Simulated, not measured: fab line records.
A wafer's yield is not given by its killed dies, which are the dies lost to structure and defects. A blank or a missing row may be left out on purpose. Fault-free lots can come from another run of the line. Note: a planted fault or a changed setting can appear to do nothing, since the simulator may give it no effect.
A struck lot beside a sound one + flow n5_finfet + 15 steps out of a route of 1938
Sound: these wafers, L124.1, L124.2, L124.6. Struck: wafer L138.1. (L138.4 of the same lot was not struck and is left out.) The cause comes at the end.
Per side, at each step with rows, come the tool, then ch with its chambers, and then its first start. Under that, the readings that differ: sound wafers + struck wafers + difference of the means + sigmas: that difference in standard deviations of wafers without a fault.
alike: a reading whose means differ by less than 2 such deviations, as well as words and numbers matching on both sides. not compared: withheld readings; readings where some wafer has no value; bounds like >300 that might hide an equal value; numbers whose values overlap and for which the record gives no deviation.
Wherever a step has rows on one side only, a row that says differs or no value, or a row with sigmas, the two part there. Non-overlapping numbers with no deviation appear without sigmas and do not part them. Lack of a reading on every wafer of one side parts them only where that side has two or more wafers.

first, 5 steps without rows for these wafers: N5_FIN_SAQP_EBR_12; N5_FIN_SAQP_SOFTBAKE_11 (time 60 s); N5_FIN_SAQP_EXPOSE_13 (exposes mask FIN CORE, target cd 35.6 nm); N5_FIN_SAQP_PEB_14 (peb time 60 s); N5_FIN_SAQP_DEVELOP_15 (develop time 30 s).
N5_FIN_SAQP_CD_MEAS_16 targets a cd of 35.6 nm.
  sound on cd_sem-03 ch 0, day 2 04:50; struck on cd_sem-01 ch 0, day 5 16:11
  alike: cd_nm
N5_FIN_SAQP_OVL_MEAS_17:
  sound on overlay-02 ch 0, day 2 04:52; struck on overlay-01 ch 0, day 5 16:14
  alike: FIN_CORE_OVL
N5_FIN_SAQP_INSPECT_18: inspects for defects (brightfield).
  struck on defect_inspect-02, day 5 16:15; sound on defect_inspect-02, day 2 04:53
  alike: raw_defect_count
N5_FIN_SAQP_DESCUM_21: chemistry O2, time 7.9 s.
  sound on rie_diel-01 ch 0,1,3, day 2 04:55; struck on rie_diel-01 ch 0, day 5 16:17
  alike: bias_power_w, drypump_motor_current_A, oes_product_au, rf_fwd_power_W, rf_vpp_V, showerhead_plenum_p_Torr, throttle_valve_pct
  not compared: rf_hours_counter_h
N5_FIN_SAQP_ETCH_51: etches SiARC in CF4, target depth 45.5 nm, time 75.8 s.
  sound on rie_diel-01 ch 0,1,3, day 2 04:58; struck on rie_diel-01 ch 0, day 5 16:19
| reading              | sound           | struck | difference | sigmas |
|----------------------|-----------------|--------|------------|--------|
| cf4_flow_sccm (sccm) | 99.6 99.9 100.4 | 99.1   | -0.9       | -3     |
  alike: drypump_motor_current_A, etch_rf_on_time_s, oes_product_au, rf_fwd_power_W, rf_vpp_V, showerhead_plenum_p_Torr, throttle_valve_pct
  not compared: rf_hours_counter_h
N5_FIN_SAQP_ETCH_52: etches SOC in N2/H2, target depth 100 nm, overetch 20 nm, time 150 s.
  sound on rie_diel-01 ch 0,1,3, day 2 05:01; struck on rie_diel-01 ch 0, day 5 16:23
  alike: drypump_motor_current_A, n2_flow_sccm, oes_product_au, rf_fwd_power_W, rf_vpp_V, showerhead_plenum_p_Torr, throttle_valve_pct
  not compared: rf_hours_counter_h
then, 1 step without rows for these wafers: N5_FIN_SAQP_STRIP_53 (strips in N2/H2).
N5_FIN_SAQP_HM_OPEN_73: chemistry CHF3/O2, target SiO2, stops on a-Si, target depth 12 nm, time 16.8 s.
  sound on rie_diel-01 ch 0,1,3, day 2 05:07; struck on rie_diel-01 ch 0, day 5 16:29
| reading                                     | sound            | struck | difference | sigmas |
|---------------------------------------------|------------------|--------|------------|--------|
| model.SiARC_of_FIN_SAQP_COAT_50.thk_nm (nm) | 4.423 6.032 4.95 | 13.69  | +8.55      |        |
  alike: drypump_motor_current_A, oes_product_au, rf_fwd_power_W, rf_vpp_V, showerhead_plenum_p_Torr, throttle_valve_pct
  not compared: rf_hours_counter_h
then, 1 step without rows for these wafers: N5_FIN_SAQP_STRIP_74 (strips in CHF3/O2).
-- here the record skips 7 days between the struck wafers' starts before and after, leaving off in module FIN_SAQP and picking up in module BEOL_M4 (first step shown: number 1111 of the route) --
N5_BEOL_M4_RC_MEAS_101:
  sound on prober-02 ch 0, day 8 02:00; struck on prober-01 ch 0, day 12 11:18
  alike: DIBL_N, DIBL_P, IOFF_N, IOFF_P, ION_N, ION_P, SS_N, SS_P, VT_N, VT_P

## WHERE THEY PART
Only at N5_FIN_SAQP_ETCH_51, within this record. Later steps at which nothing parts them and some readings are alike: N5_FIN_SAQP_ETCH_52, N5_FIN_SAQP_HM_OPEN_73, N5_BEOL_M4_RC_MEAS_101.

WHY: what the simulator had put in
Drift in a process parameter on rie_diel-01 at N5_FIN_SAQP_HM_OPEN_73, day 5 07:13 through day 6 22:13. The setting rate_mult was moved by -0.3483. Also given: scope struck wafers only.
